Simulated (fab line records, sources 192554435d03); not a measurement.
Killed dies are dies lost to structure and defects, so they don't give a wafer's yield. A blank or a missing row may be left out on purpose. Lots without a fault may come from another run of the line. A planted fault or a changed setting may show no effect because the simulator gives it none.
One fault seen from 2 desks | flow n5_finfet | each desk has only its own numbers; what lay behind them comes last

THE TOOL OWNER'S DESK: rie_si-04
The tool's own readings at N5_PMOS_HMC_CHANNEL_EPI_FIN_RECESS_16 (chemistry HBr/Cl2, target Si, target depth 54 nm, time 18 s): means of the sampled wafers that have a number, for each lot that ran on this tool. A lot is out of limits, marked OUT, if its mean lies more than 4 standard deviations from the usual mean; the brackets give that distance.
Columns: A = drypump_motor_current_A at N5_PMOS_HMC_CHANNEL_EPI_FIN_RECESS_16, usual 5.9 A; B = oes_product_au at N5_PMOS_HMC_CHANNEL_EPI_FIN_RECESS_16, usual 1.005 a.u.; C = rf_fwd_power_W at N5_PMOS_HMC_CHANNEL_EPI_FIN_RECESS_16, usual 794.9 W; D = throttle_valve_pct at N5_PMOS_HMC_CHANNEL_EPI_FIN_RECESS_16, usual 35.4 %
lot  | first seen here | A   | B     | C     | D
L888 | day 1 18:07     | 6.3 | 0.999 | 796.4 | 35.7
L896 | day 3 17:53     | 6.3 | 1.003 | 797.5 | 35.6
L899 | day 4 12:46     | 6.5 | 0.997 | 795.6 | 35.6
L906 | day 6 06:30     | 5.9 | 0.989 | 799.2 | 35.1
L908 | day 6 18:48     | 6.0 | 1.002 | 797.8 | 35.3
This desk's finding: nothing out of limits on any of the 5 lots.

THE METROLOGY DESK
What the gauges read, lot by lot, whatever tool the lot ran on: means of the sampled wafers that have a number. A lot is out of limits, marked OUT, if its mean lies more than 4 standard deviations from the usual mean; the brackets give that distance. Of its 13 readings 7 are shown: the one that was out of limits first, and those that lie furthest out on some lot.
Columns: A = HMC_CMP_THK at N5_PMOS_HMC_CHANNEL_EPI_THK_MEAS_22, usual 54.1 nm; B = CJ_P at N5_BEOL_M4_RC_MEAS_101, usual 5.74; C = IOFF_N at N5_BEOL_M4_RC_MEAS_101, usual 0.18 nA/um; D = ION_N at N5_BEOL_M4_RC_MEAS_101, usual 682 uA/um; E = ION_P at N5_BEOL_M4_RC_MEAS_101, usual 467 uA/um; F = SS_N at N5_BEOL_M4_RC_MEAS_101, usual 71.7 mV/dec; G = VT_N at N5_BEOL_M4_RC_MEAS_101, usual 248 mV
lot  | first seen here | A               | B    | C    | D   | E   | F    | G
L888 | day 1 17:34     | 53.9            | 5.83 | 0.17 | 688 | 482 | 71.4 | 247
L890 | day 2 05:18     | 55.1            | 5.69 | 0.11 | 658 | 450 | 70.6 | 254
L894 | day 3 05:40     | 54.9            | 5.43 | 0.17 | 664 | 450 | 71.7 | 250
L896 | day 3 17:20     | 54.7            | 5.54 | 0.20 | 673 | 458 | 72.2 | 245
L899 | day 4 12:12     | 53.6            | 5.79 | 0.15 | 676 | 465 | 71.2 | 251
L906 | day 6 05:17     | 45.1 (-9.3) OUT | 6.28 | 0.14 | 671 | 435 | 71.7 | 251
L908 | day 6 18:16     | 45.5 (-8.8) OUT | 6.28 | 0.18 | 688 | 437 | 70.8 | 248
L910 | day 7 05:49     | 53.0            | 6.00 | 0.18 | 684 | 466 | 71.3 | 249
L911 | day 7 11:22     | 53.6            | 5.78 | 0.17 | 683 | 468 | 71.9 | 249
This desk's finding: out of limits on L906, L908; first on L906, day 6 08:19 (HMC_CMP_THK at N5_PMOS_HMC_CHANNEL_EPI_THK_MEAS_22). In limits: L888, L890, L894, L896, L899, L910, L911.

PUT TOGETHER
The metrology desk could have raised an alarm at day 6 08:19, on L906, L908.
The tool owner's desk saw nothing out of limits.
The tool owner's desk has L906, L908 on record, within its limits.
Of the lots named, all ran N5_PMOS_HMC_CHANNEL_EPI_FIN_RECESS_16 on rie_si-04.

WHAT THE SIMULATOR HAD PUT IN
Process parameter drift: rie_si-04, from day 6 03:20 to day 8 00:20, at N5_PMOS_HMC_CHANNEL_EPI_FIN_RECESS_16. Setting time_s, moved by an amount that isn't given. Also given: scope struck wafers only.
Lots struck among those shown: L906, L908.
Hours from the fault's start to each desk's first reading out of limits: the metrology desk, 5.
